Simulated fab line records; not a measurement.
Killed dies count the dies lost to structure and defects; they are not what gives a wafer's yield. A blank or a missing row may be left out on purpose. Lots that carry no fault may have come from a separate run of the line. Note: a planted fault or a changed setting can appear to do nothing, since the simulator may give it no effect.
Matching of chambers / flow nand_harc / NHARC_THIN_TSV_ETCH_44 on rie_diel-03: 4 sister chambers
The step etches the open film in CF4/O2, target depth 1594.2 nm, time 797.1 s. 14 wafers are shown with their chamber, then 7 later ones without.

== WAFERS, EACH WITH ITS CHAMBER ==
wafer=L489.1; chamber=1; showerhead_plenum_p_Torr (Torr)=1.74; drypump_motor_current_A (A)=6.0; rf_vpp_V (V)=789
wafer=L489.3; chamber=3; showerhead_plenum_p_Torr (Torr)=1.95; drypump_motor_current_A (A)=6.1; rf_vpp_V (V)=801
wafer=L489.4; chamber=0; showerhead_plenum_p_Torr (Torr)=1.75; drypump_motor_current_A (A)=5.1; rf_vpp_V (V)=789
wafer=L492.1; chamber=2; showerhead_plenum_p_Torr (Torr)=1.93; drypump_motor_current_A (A)=5.9; rf_vpp_V (V)=800
wafer=L492.2; chamber=0; showerhead_plenum_p_Torr (Torr)=1.75; drypump_motor_current_A (A)=5.1; rf_vpp_V (V)=788
wafer=L492.3; chamber=1; showerhead_plenum_p_Torr (Torr)=1.73; drypump_motor_current_A (A)=6.1; rf_vpp_V (V)=790
wafer=L493.4; chamber=1; showerhead_plenum_p_Torr (Torr)=1.73; drypump_motor_current_A (A)=6.0; rf_vpp_V (V)=788
wafer=L493.5; chamber=1; showerhead_plenum_p_Torr (Torr)=1.73; drypump_motor_current_A (A)=6.1; rf_vpp_V (V)=790
wafer=L493.6; chamber=0; showerhead_plenum_p_Torr (Torr)=1.75; drypump_motor_current_A (A)=5.1; rf_vpp_V (V)=788
wafer=L494.1; chamber=3; showerhead_plenum_p_Torr (Torr)=1.95; drypump_motor_current_A (A)=6.1; rf_vpp_V (V)=801
wafer=L494.4; chamber=1; showerhead_plenum_p_Torr (Torr)=1.73; drypump_motor_current_A (A)=6.0; rf_vpp_V (V)=788
wafer=L494.6; chamber=0; showerhead_plenum_p_Torr (Torr)=1.75; drypump_motor_current_A (A)=5.2; rf_vpp_V (V)=788
wafer=L498.3; chamber=3; showerhead_plenum_p_Torr (Torr)=1.95; drypump_motor_current_A (A)=6.1; rf_vpp_V (V)=802
wafer=L498.5; chamber=1; showerhead_plenum_p_Torr (Torr)=1.73; drypump_motor_current_A (A)=6.1; rf_vpp_V (V)=788

SIGNATURES (means of the wafers above)
reading=showerhead_plenum_p_Torr; chamber 0=1.7500; chamber 1=1.7317; chamber 2=1.9300; chamber 3=1.9500; scatter within a chamber=0.00289
reading=drypump_motor_current_A; chamber 0=5.125; chamber 1=6.050; chamber 2=5.900; chamber 3=6.100; scatter within a chamber=0.0474
reading=rf_vpp_V; chamber 0=788.25; chamber 1=788.83; chamber 2=800.00; chamber 3=801.33; scatter within a chamber=0.791
Rule: distance of a wafer from a chamber = root of the sum over the readings of ((wafer's reading minus chamber's mean) / reading's scatter) squared. If the next closest chamber is less than 2 further off than the closest, the wafer can't be placed; otherwise it belongs to the closest. How the scatter is found: for the shown wafers, subtract from each reading the mean of its chamber, square and add these, divide the total by (wafers less chambers), then take the root.

== WAFERS WHOSE CHAMBER IS MISSING ==
wafer=L498.6; showerhead_plenum_p_Torr (Torr)=1.75; drypump_motor_current_A (A)=5.1; rf_vpp_V (V)=788
wafer=L502.2; showerhead_plenum_p_Torr (Torr)=1.93; drypump_motor_current_A (A)=5.9; rf_vpp_V (V)=800
wafer=L502.3; showerhead_plenum_p_Torr (Torr)=1.73; drypump_motor_current_A (A)=6.1; rf_vpp_V (V)=788
wafer=L502.5; showerhead_plenum_p_Torr (Torr)=1.75; drypump_motor_current_A (A)=5.1; rf_vpp_V (V)=788
wafer=L504.1; showerhead_plenum_p_Torr (Torr)=1.93; drypump_motor_current_A (A)=6.0; rf_vpp_V (V)=801
wafer=L504.2; showerhead_plenum_p_Torr (Torr)=1.73; drypump_motor_current_A (A)=6.1; rf_vpp_V (V)=788
wafer=L504.6; showerhead_plenum_p_Torr (Torr)=1.93; drypump_motor_current_A (A)=5.9; rf_vpp_V (V)=801

== WHICH CHAMBER EACH ONE RAN IN ==
wafer=L498.6; from the rows above=0; in truth=0
wafer=L502.2; from the rows above=2; in truth=2
wafer=L502.3; from the rows above=1; in truth=1
wafer=L502.5; from the rows above=0; in truth=0
wafer=L504.1; from the rows above=2; in truth=2
wafer=L504.2; from the rows above=1; in truth=1
wafer=L504.6; from the rows above=2; in truth=2
7 of 7 placed correctly. Left unplaced by these rows: 0. Number placed wrongly: 0.
